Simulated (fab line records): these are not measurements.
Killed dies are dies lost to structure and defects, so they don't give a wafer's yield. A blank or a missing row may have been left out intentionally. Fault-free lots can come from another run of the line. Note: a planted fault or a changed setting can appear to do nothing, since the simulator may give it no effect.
Split-lot study + flow n5Finfet + route with 1938 steps; 7 lots, 21 wafers read

SPLIT DETAILS
At N5_BEOL_M11_DEP_56 (deposits SiCN from 3MS/NH3, target thk 30 nm, time 10.5 s), the setting timeS was moved away from the recipe's 10.5 s on 6 of the 21 wafers read, by -14.2% to -11.5%. All remaining wafers had this setting at the recipe value.

The split's own step is where the reading is taken.

THE READING
SiCN_of_BEOL_M11_DEP_56.thkNm (the simulator's own value, which no gauge read), in nm, at N5_BEOL_M11_DEP_56 (deposits SiCN from 3MS/NH3, target thk 30 nm, time 10.5 s). There is no usual value for it anywhere in the file. Here, 15 wafers ran the recipe; their average is 29.8 nm with a standard deviation of 0.32 nm.

| wafer  | tool, chamber at the split | timeS as run, s | against the recipe | SiCN_of_BEOL_M11_DEP_56.thkNm, nm | against lot-mates on the recipe |
|--------|----------------------------|-----------------|--------------------|-----------------------------------|---------------------------------|
| L075.1 | pecvd-02, 2                | 9.296           | -11.5%             | 26.4                              | -4.0                            |
| L075.2 | pecvd-02, 0                | 9.296           | -11.5%             | 26.6                              | -3.8                            |
| L075.4 | pecvd-02, 2                | 10.5            | recipe             | 30.4                              | -                               |
| L082.2 | pecvd-04, 0                | 10.5            | recipe             | 30                                | -                               |
| L082.3 | pecvd-04, 2                | 10.5            | recipe             | 29.2                              | -                               |
| L082.5 | pecvd-04, 0                | 10.5            | recipe             | 30.2                              | -                               |
| L085.4 | pecvd-04, 2                | 10.5            | recipe             | 29.8                              | -                               |
| L085.5 | pecvd-04, 1                | 9.017           | -14.1%             | 26                                | -3.8                            |
| L085.6 | pecvd-04, 0                | 9.017           | -14.1%             | 25.8                              | -4.0                            |
| L086.2 | pecvd-04, 2                | 10.5            | recipe             | 30                                | -                               |
| L086.3 | pecvd-04, 0                | 9.01            | -14.2%             | 25.4                              | -4.6                            |
| L086.4 | pecvd-04, 1                | 9.01            | -14.2%             | 26                                | -4.0                            |
| L087.1 | pecvd-04, 0                | 10.5            | recipe             | 29.2                              | -                               |
| L087.2 | pecvd-04, 2                | 10.5            | recipe             | 29.8                              | -                               |
| L087.6 | pecvd-04, 0                | 10.5            | recipe             | 30                                | -                               |
| L089.1 | pecvd-01, 0,1              | 10.5            | recipe             | 30                                | -                               |
| L089.4 | pecvd-01, 0,1              | 10.5            | recipe             | 30                                | -                               |
| L089.2 | pecvd-01, 2                | 10.5            | recipe             | 29.6                              | -                               |
| L091.1 | pecvd-02, 2                | 10.5            | recipe             | 30                                | -                               |
| L091.4 | pecvd-02, 0                | 10.5            | recipe             | 29.6                              | -                               |
| L091.6 | pecvd-02, 0                | 10.5            | recipe             | 29.8                              | -                               |
The file does not say which wafer passed through which chamber wherever a row lists several chambers: such a row stands for several wafers.

FIT RESULTS
A straight line over all 21 wafers: SiCN_of_BEOL_M11_DEP_56.thkNm changes by +0.287 nm for each +1% of timeS; r = +0.99; the points scatter about the line by 0.31 nm.
The same after taking each lot's own level away (the mean of its wafers on the recipe; 21 wafers): +0.301 nm for each +1%; r = +0.99; scatter 0.32 nm.
That fit puts the effect of the largest move of timeS on the reading at 4.3 nm.
The span of the lots' own levels, 29.67 to 30.40 nm, comes to 2.3 times the standard deviation stated above.
The two slopes agree, so the slope changes little with the lot-to-lot level.
Check: with one of the wafers moved furthest among these (-14.2%) left out of the fit, the line predicts -4.21 nm for it against its lot-mates. It came out at -4.6 nm against them.

THE OTHER SPLITS THESE WAFERS WENT THROUGH
Before the reading, these wafers also passed through other splits. Each is held against what the fit with the lots' levels taken away leaves over:
| other split on the same wafers      | wafers away from the commonest value | r with SiCN_of_BEOL_M11_DEP_56.thkNm (lot level and that fit taken away) |
|-------------------------------------|--------------------------------------|--------------------------------------------------------------------------|
| N5_BEOL_M7_DESCUM_33 timeS          | 5                                    | -0.12                                                                    |
| N5_BEOL_M8_ETCH_61 biasW            | 9                                    | -0.22                                                                    |
| N5_BEOL_M8_ETCH_62 sourceW          | 9                                    | -0.42                                                                    |
| N5_BEOL_M9_COAT_60 spinRpm          | 8                                    | +0.11                                                                    |
| N5_BEOL_M9_EXPOSE_08 doseMj         | 7                                    | -0.20                                                                    |
| N5_BEOL_M10_COAT_64 spinRpm         | 6                                    | +0.01                                                                    |
| N5_BEOL_M10_DEVELOP_27 developTimeS | 7                                    | +0.05                                                                    |
| N5_BEOL_M11_PECVD_70 timeS          | 11                                   | -0.19                                                                    |

FILE'S OWN FIT
SiCN_of_BEOL_M11_DEP_56.thkNm changes by +0.302 nm for each +1% of timeS, r = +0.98.
